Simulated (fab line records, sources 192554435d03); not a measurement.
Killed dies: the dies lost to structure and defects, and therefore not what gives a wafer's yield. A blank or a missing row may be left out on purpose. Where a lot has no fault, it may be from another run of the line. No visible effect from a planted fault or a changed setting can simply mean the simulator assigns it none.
Split-lot study + flow n5-finfet + route with 1938 steps; 7 lots, 21 wafers read

## THE SPLIT
At N5_BEOL_M6_ALD_77 (deposits TaN, target thk 2 nm, pulse time 2 s, purge time 3 s), the setting ald-cycles was moved away from the recipe's 40 on 7 of the 21 wafers read, by -15.0% to +12.5%. The other wafers ran this setting at the recipe's value.

The reading comes from the split's own step.

## THE READING
TaN_of_BEOL_M6_ALD_77.thk-nm (the simulator's own value, which no gauge read), in nm, at N5_BEOL_M6_ALD_77 (deposits TaN, target thk 2 nm, pulse time 2 s, purge time 3 s). The file gives no usual value for it.

| wafer  | tool, chamber at the split | ald-cycles as run | against the recipe | TaN_of_BEOL_M6_ALD_77.thk-nm, nm | against lot-mates on the recipe |
|--------|----------------------------|-------------------|--------------------|----------------------------------|---------------------------------|
| L079.1 | ald-metal-04, 1,0,2        | 40                | recipe             | 2                                | -                               |
| L079.3 | ald-metal-04, 1,0,2        | 40                | recipe             | 2                                | -                               |
| L079.4 | ald-metal-04, 1,0,2        | 40                | recipe             | 2                                | -                               |
| L078.2 | ald-metal-01, 3,0,0        | 40                | recipe             | 2                                | -                               |
| L078.3 | ald-metal-01, 3,0,0        | 40                | recipe             | 2                                | -                               |
| L078.6 | ald-metal-01, 3,0,0        | 40                | recipe             | 2                                | -                               |
| L085.3 | ald-metal-01, 3,0,2        | 40                | recipe             | 2                                | -                               |
| L085.4 | ald-metal-01, 3,0,2        | 40                | recipe             | 2                                | -                               |
| L085.5 | ald-metal-01, 3,0,2        | 40                | recipe             | 2                                | -                               |
| L084.3 | ald-metal-04, 3            | 40                | recipe             | 2                                | -                               |
| L084.4 | ald-metal-04, 0            | 45                | +12.5%             | 2.2                              | +0.2                            |
| L084.5 | ald-metal-04, 0            | 45                | +12.5%             | 2.2                              | +0.2                            |
| L088.1 | ald-metal-03, 0,2          | 35                | -12.5%             | 1.8                              | -0.2                            |
| L088.3 | ald-metal-03, 0,2          | 35                | -12.5%             | 1.8                              | -0.2                            |
| L088.4 | ald-metal-03, 3            | 40                | recipe             | 2                                | -                               |
| L091.2 | ald-metal-01, 1,3          | 34                | -15.0%             | 1.6                              | -0.4                            |
| L091.3 | ald-metal-01, 1,3          | 34                | -15.0%             | 1.6                              | -0.4                            |
| L091.6 | ald-metal-01, 2            | 40                | recipe             | 2                                | -                               |
| L097.2 | ald-metal-01, 0,2          | 40                | recipe             | 2                                | -                               |
| L097.3 | ald-metal-01, 0,2          | 40                | recipe             | 2                                | -                               |
| L097.5 | ald-metal-01, 1            | 34                | -15.0%             | 1.6                              | -0.4                            |
Where a row lists several chambers, the file gives one row for several wafers and doesn't say which wafer went through which chamber.

FIT RESULTS
A straight line over all 21 wafers: TaN_of_BEOL_M6_ALD_77.thk-nm changes by +0.0211 nm for each +1% of ald-cycles; r = +0.97; the points scatter about the line by 0.042 nm.
The same after taking each lot's own level away (the mean of its wafers on the recipe; 21 wafers): +0.0211 nm for each +1%; r = +0.97; scatter 0.042 nm.
That fit puts the effect of the largest move of ald-cycles on the reading at 0.32 nm.
The lots' own levels span 2.00 to 2.00 nm.
Consequently the slope shifts little with the lot-to-lot level, the two slopes agreeing.
Check: with one of the wafers moved furthest among these (-15.0%) left out of the fit, the line predicts -0.313 nm for it against its lot-mates. Against them it came out at -0.4 nm.

## OTHER SPLITS ON THESE WAFERS
Before the reading, these wafers also passed through other splits. Each is held against what the fit with the lots' levels taken away leaves over:
| other split on the same wafers             | wafers away from the commonest value | r with TaN_of_BEOL_M6_ALD_77.thk-nm (lot level and that fit taken away) |
|--------------------------------------------|--------------------------------------|-------------------------------------------------------------------------|
| N5_BEOL_M5_TRENCH_ETCH_37 time-s           | 5                                    | +0.03                                                                   |
| N5_BEOL_M5_ALD_86 co-reactant-pulse-time-s | 8                                    | -0.51                                                                   |
| N5_BEOL_M6_EXPOSE_25 dose-mj               | 13                                   | -0.19                                                                   |
| N5_BEOL_M6_ETCH_66 bias-w                  | 8                                    | +0.06                                                                   |

## FILE'S OWN FIT
TaN_of_BEOL_M6_ALD_77.thk-nm changes by +0.0223 nm for each +1% of ald-cycles, r = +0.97.
